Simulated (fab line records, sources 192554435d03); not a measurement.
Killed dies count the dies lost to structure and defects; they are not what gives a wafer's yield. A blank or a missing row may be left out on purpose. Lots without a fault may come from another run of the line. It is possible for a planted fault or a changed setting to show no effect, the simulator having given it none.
Which tool is to blame? || flow n5Finfet || 21 wafers from 7 lots sampled at 2 of the route's 1938 steps

WHAT THE GAUGES READ, wafer by wafer
N5_BEOL_M10_INSPECT_13: inspects for defects (brightfield).
{"lot": "L213", "measured": "day 11 02:32", "on": "defectInspect-01", "rawDefectCount": "396 291 316"}
{"lot": "L216", "measured": "day 12 07:11", "on": "defectInspect-02", "rawDefectCount": "376 375 370"}
{"lot": "L224", "measured": "day 13 16:46", "on": "defectInspect-02", "rawDefectCount": "464 472 698"}
{"lot": "L226", "measured": "day 14 14:58", "on": "defectInspect-01", "rawDefectCount": "342 439 423"}
{"lot": "L230", "measured": "day 15 22:06", "on": "defectInspect-01", "rawDefectCount": "283 448 383"}
{"lot": "L232", "measured": "day 15 22:48", "on": "defectInspect-02", "rawDefectCount": "585 479 385"}
{"lot": "L234", "measured": "day 17 03:04", "on": "defectInspect-01", "rawDefectCount": "229 286 303"}

WHAT TOOL EACH LOT RAN ON (gives the tool, then ch and the chambers of the sampled wafers, and finally the start)
{"lot": "L213", "N5_BEOL_M10_PECVD_70": "pecvd-04 ch 1,2, day 11 00:53"}
{"lot": "L216", "N5_BEOL_M10_PECVD_70": "pecvd-03 ch 0,1,2, day 12 05:40"}
{"lot": "L224", "N5_BEOL_M10_PECVD_70": "pecvd-03 ch 0,1,2, day 13 15:14"}
{"lot": "L226", "N5_BEOL_M10_PECVD_70": "pecvd-03 ch 1,2, day 14 14:06"}
{"lot": "L230", "N5_BEOL_M10_PECVD_70": "pecvd-02 ch 0,1,2, day 15 19:26"}
{"lot": "L232", "N5_BEOL_M10_PECVD_70": "pecvd-02 ch 1,2, day 15 21:33"}
{"lot": "L234", "N5_BEOL_M10_PECVD_70": "pecvd-04 ch 0,1,2, day 17 02:00"}
- N5_BEOL_M10_PECVD_70: deposits SiO2 from TEOS/O2, target thk 20 nm, time 22.7 s.

THE ANSWER, worked out from the rows above alone
Rule: the lots themselves supply what counts as usual. Put in order of their means at a reading, lots are off if they are a third of the lots or fewer, leave a main group of 4 or more, and stand apart from it by a gap of 3 or more times the standard deviation of the main group's means; of several such gaps the widest counts. Not used: any main group whose means are identical at the precision the tables above print for the reading. A lot without any number at a reading at which 4 lots or more have one is off too. Where the step has rows for the other lots, those lots are counted as sound.
None of the lots is off at any reading shown; this tells nothing.

WHAT WAS PUT IN BY THE SIMULATOR
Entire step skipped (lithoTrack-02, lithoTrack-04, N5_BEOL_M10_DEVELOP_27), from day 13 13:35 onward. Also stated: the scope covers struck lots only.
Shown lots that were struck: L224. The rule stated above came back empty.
